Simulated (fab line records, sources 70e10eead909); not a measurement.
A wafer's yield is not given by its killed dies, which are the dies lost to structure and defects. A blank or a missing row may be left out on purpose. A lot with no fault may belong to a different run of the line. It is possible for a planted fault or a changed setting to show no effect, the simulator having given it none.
Which tool did it? + flow nand-harc + 21 wafers from 7 lots sampled at 3 of the route's 1159 steps

== WHAT THE GAUGES SHOWED, per wafer ==
NHARC_P_ZERO_WELL_INSPECT_43.
| lot  | measured    | on                | raw-defect-count |
|------|-------------|-------------------|------------------|
| L452 | day 2 01:32 | defect-inspect-01 | 12 12 7          |
| L455 | day 2 19:44 | defect-inspect-02 | 11 14 18         |
| L460 | day 4 02:02 | defect-inspect-02 | 7 8 13           |
| L462 | day 4 13:56 | defect-inspect-01 | 10 24 9          |
| L464 | day 5 01:45 | defect-inspect-01 | 12 9 13          |
| L467 | day 5 19:36 | defect-inspect-01 | 12 15 15         |
| L473 | day 7 07:37 | defect-inspect-02 | 3 11 9           |

== WHAT TOOL EACH LOT RAN ON (gives the tool, then ch and the chambers of the sampled wafers, and finally the start) ==
| lot  | NHARC_P_ZERO_WELL_DESCUM_39       | NHARC_P_ZERO_WELL_RTA_42        |
|------|-----------------------------------|---------------------------------|
| L452 | rie-diel-04 ch 1,3, day 1 22:12   | rtp-anneal-02 ch 0, day 2 00:52 |
| L455 | rie-diel-12 ch 0,1,3, day 2 16:27 | rtp-anneal-01 ch 0, day 2 19:10 |
| L460 | rie-diel-13 ch 0,2, day 3 22:17   | rtp-anneal-01 ch 0, day 4 01:20 |
| L462 | rie-diel-04 ch 0,1,3, day 4 10:35 | rtp-anneal-01 ch 0, day 4 13:16 |
| L464 | rie-diel-13 ch 0,2,3, day 4 22:19 | rtp-anneal-02 ch 0, day 5 01:02 |
| L467 | rie-diel-12 ch 1,3, day 5 16:16   | rtp-anneal-01 ch 0, day 5 19:02 |
| L473 | rie-diel-12 ch 0,2,3, day 7 04:27 | rtp-anneal-01 ch 0, day 7 06:56 |
- NHARC_P_ZERO_WELL_DESCUM_39: chemistry O2, time 3 s.
- NHARC_P_ZERO_WELL_RTA_42: time 300 s.

== THE ANSWER, worked out from the rows above alone ==
Rule: the usual values come from the lots themselves. The widest of any qualifying gaps counts: lots, ordered by their means at a reading, are off when they make up no more than a third of the lots, leave a main group of 4 or more, and stand apart from it by 3 or more times the standard deviation of that group's means. If all means in a main group match to the digits the tables above print for the reading, that group is not used. Also off: a lot with no number at a reading for which 4 or more lots have one. Any other lot the step has rows for is counted as sound.
Nothing can be told from this: no lot is off at any reading shown.

== WHAT THE SIMULATOR HAD PUT IN ==
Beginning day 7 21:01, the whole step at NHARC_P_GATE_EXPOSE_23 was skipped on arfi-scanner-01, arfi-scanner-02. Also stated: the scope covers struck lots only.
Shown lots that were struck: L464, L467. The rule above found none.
